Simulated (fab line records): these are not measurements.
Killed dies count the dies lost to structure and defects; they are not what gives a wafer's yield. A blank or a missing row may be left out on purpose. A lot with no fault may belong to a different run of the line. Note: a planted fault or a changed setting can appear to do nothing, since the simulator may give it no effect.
Matching of chambers | flow n5_finfet | 3 sister chambers for N5_FIN_SAQP_PECVD_06 on pecvd-03
The step deposits a-Si from SiH4/He, target thk 60 nm, time 48.1 s. 6 wafers are shown with their chamber, then 7 later ones without.

WAFERS, EACH WITH ITS CHAMBER
wafer  | chamber | throttle_valve_pct (%) | showerhead_plenum_p_Torr (Torr)
L083.5 | 1       | 17.8                   | 5.681
L085.5 | 0       | 19.0                   | 5.611
L086.3 | 1       | 17.9                   | 5.674
L086.6 | 2       | 16.8                   | 5.650
L090.1 | 0       | 18.8                   | 5.617
L090.4 | 2       | 16.7                   | 5.672

WAFERS WHOSE CHAMBER IS MISSING
wafer  | throttle_valve_pct (%) | showerhead_plenum_p_Torr (Torr)
L090.5 | 17.6                   | 5.691
L094.2 | 19.0                   | 5.625
L094.3 | 16.6                   | 5.665
L094.4 | 16.9                   | 5.668
L097.2 | 19.0                   | 5.603
L097.4 | 16.7                   | 5.655
L097.5 | 19.0                   | 5.620

THE CHAMBER EACH PASSED THROUGH
wafer  | from the rows above | in truth
L090.5 | 1                   | 1
L094.2 | 0                   | 0
L094.3 | 2                   | 2
L094.4 | 2                   | 2
L097.2 | 0                   | 0
L097.4 | 2                   | 2
L097.5 | 0                   | 0
Correctly placed: 7 of 7. Not placeable from these rows: 0. Placed wrongly: 0.
How it was worked out, from the rows above alone: a wafer's distance from a chamber is the root of the sum, over the readings, of the square of ((its reading less the chamber's mean) divided by the reading's scatter). The wafer belongs to the nearest chamber; if the next one is less than 2 further off, it can't be placed. For every chamber, the mean is computed from those of its wafers that are shown. The scatter is the square root of a quotient: the sum, over the shown wafers, of each reading's squared deviation from its chamber's mean, divided by wafers minus chambers.
